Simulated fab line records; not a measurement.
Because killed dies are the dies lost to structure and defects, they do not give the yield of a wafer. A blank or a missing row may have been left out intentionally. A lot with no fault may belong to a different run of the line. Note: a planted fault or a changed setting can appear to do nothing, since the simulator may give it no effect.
fab line records    flow n5Finfet
record: lots: 7  wafers: 39
route steps=1938 shown HKMG_FIN@386
startH: hours from the record's opening day to when the first of the lot's shown wafers began    waitH: time in hours since the lot's previous step    " identical to the entry in the row above    L1.1+2: one row covering several wafers at once    - value missing, or start not given    * or withheld: withheld    < > ~ a bound
route shown NAME@n: names a module that has steps shown in the file, with the first one's number in the route    usual: mean/standard deviation taken from wafers without a fault    same: alike in all rows    chamber/n: place in a boat    sites: the reading at each site    _std_site: standard deviation across them    _edge_site: inner sites' mean taken away from outer sites' mean    radiusMm: how far each site lies from the wafer's centre    mask NAME#n: copy n    behind: the tool/chamber that last shaped the wafer    hold: why the lot went on hold/how many hours it stayed there/how the hold came to an end    device: the transistor (n, p or np) that didn't switch    end of line: the tests these same wafers got at the end of their route    where a step has no rows: the recipe by itself    killed: not the wafer's yield, but the dies lost to structure and defects at the first sort    map: dies across one wafer; x = killed, . = not, _ = none there
set.NAME: the setting as run; set.NAME@STEP: as run at that earlier step    model.NAME: the simulator's own value behind a step, which no gauge read
lots where settings were altered on purpose, with a table for each step and a row for each wafer
== steps ==
step: N5_HKMG_FIN_HK_ALD_01
recipe: material: HfO2  targetThkA: 16  tempC: withheld  aldPrecursorFamily: HfCl4  aldCoReactant: H2O  pulseTimeS: 3  purgeTimeS: 3  coReactantPurgeTimeS: 2.5  coReactantPulseTimeS: 0.3  aldCycles: 30
lot.wafer         tool      chamber      startH  waitH  set.aldCycles
L074.1+2+3        aldHk-01  1,3,2        73.29   0.0    26
L074.4+5+6        "         0,1,2        "       "      30
L084.1+2+3+4+5+6  aldHk-02  0,2,1,3,0,3  140.92  0.0    30
L086.1+3+6        aldHk-03  0,3,3        148.11  0.0    30
L086.2+4+5        "         1,2,0        "       "      27
L087.1+2+5        aldHk-02  3,2,3        152.42  0.0    30
L087.3+4+6        "         1,0,2        "       "      32
L091.1+2+3+4+5+6  aldHk-01  1,3,0,2,0,3  174.63  0.0    30
L093.1+2+3+4+5+6  aldHk-01  2,3,0,1,2,1  184.40  0.0    30
L095.1+2+5        aldHk-02  3,0,1        195.69  0.0    30
step: N5_HKMG_FIN_HK_ANNEAL_02
recipe: tempC: 700  timeS: 30  ambient: N2  idleTempC: 600  rampUpCPerS: 150  rampDownCPerS: 60  coolToC: 600
step: N5_HKMG_FIN_ALD_74
recipe: material: La2O3  targetThkA: 5  tempC: 250  aldPrecursorFamily: La-Cp  aldCoReactant: O3  pulseTimeS: 6  coReactantPulseTimeS: 1  purgeTimeS: 3  coReactantPurgeTimeS: 3
step: N5_HKMG_FIN_WET_ETCH_82
recipe: chemistry: dHCl  mix: 1:10000  tempC: 25  target: La2O3  stopOn: HfO2  targetDepthNm: 2  dry: ipaMarangoni  rinseTimeS: 30  rinseTempC: 23
step: N5_HKMG_FIN_ALD_36
recipe: material: TiN  targetThkA: 10  tempC: 400  aldPrecursorFamily: TiCl4  aldCoReactant: NH3  pulseTimeS: 1  purgeTimeS: 3  coReactantPurgeTimeS: 2  coReactantPulseTimeS: 2  aldCycles: 47  pressureTorr: 3
step: N5_HKMG_FIN_THK_MEAS_70
recipe: thkMeasGauge: xrf  reads: HfO2_of_HKMG_FIN_HK_ALD_01
usual: HK_THK: 1.611/0.019
lot.wafer  tool          chamber  startH  waitH  set.aldCycles@HKMG_FIN_HK_ALD_01  HK_THK[nm]
L074.1     filmMetro-02  -        77.63   0.2    26                                1.414
L074.2     "             -        "       "      26                                1.427
L074.3     "             -        "       "      26                                1.393
L074.4     "             -        "       "      30                                1.621
L074.5     "             -        "       "      30                                1.634
L074.6     "             -        "       "      30                                1.601
L084.1     filmMetro-02  -        145.04  0.2    30                                1.584
L084.2     "             -        "       "      30                                1.610
L084.3     "             -        "       "      30                                1.594
L084.4     "             -        "       "      30                                1.603
L084.5     "             -        "       "      30                                1.582
L084.6     "             -        "       "      30                                1.605
L086.1     filmMetro-02  -        151.92  0.2    30                                1.608
L086.2     "             -        "       "      27                                1.464
L086.3     "             -        "       "      30                                1.638
L086.4     "             -        "       "      27                                1.417
L086.5     "             -        "       "      27                                1.402
L086.6     "             -        "       "      30                                1.634
L087.1     filmMetro-01  -        156.04  0.2    30                                1.606
L087.2     "             -        "       "      30                                1.606
L087.3     "             -        "       "      32                                1.728
L087.4     "             -        "       "      32                                1.717
L087.5     "             -        "       "      30                                1.607
L087.6     "             -        "       "      32                                1.688
L091.1     filmMetro-02  -        178.15  0.2    30                                1.660
L091.2     "             -        "       "      30                                1.596
L091.3     "             -        "       "      30                                1.569
L091.4     "             -        "       "      30                                1.614
L091.5     "             -        "       "      30                                1.607
L091.6     "             -        "       "      30                                1.616
L093.1     filmMetro-01  -        187.91  0.2    30                                1.617
L093.2     "             -        "       "      30                                1.585
L093.3     "             -        "       "      30                                1.622
L093.4     "             -        "       "      30                                1.624
L093.5     "             -        "       "      30                                1.623
L093.6     "             -        "       "      30                                1.631
L095.1     filmMetro-01  -        199.40  0.2    30                                1.635
L095.2     "             -        "       "      30                                1.609
L095.5     "             -        "       "      30                                1.647
== key ==
split: step: N5_HKMG_FIN_HK_ALD_01  setting: aldCycles  stated: 30  by: wafer
response: step: N5_HKMG_FIN_THK_MEAS_70  reading: HK_THK  change: +0.0169  per: 1%  r: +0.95
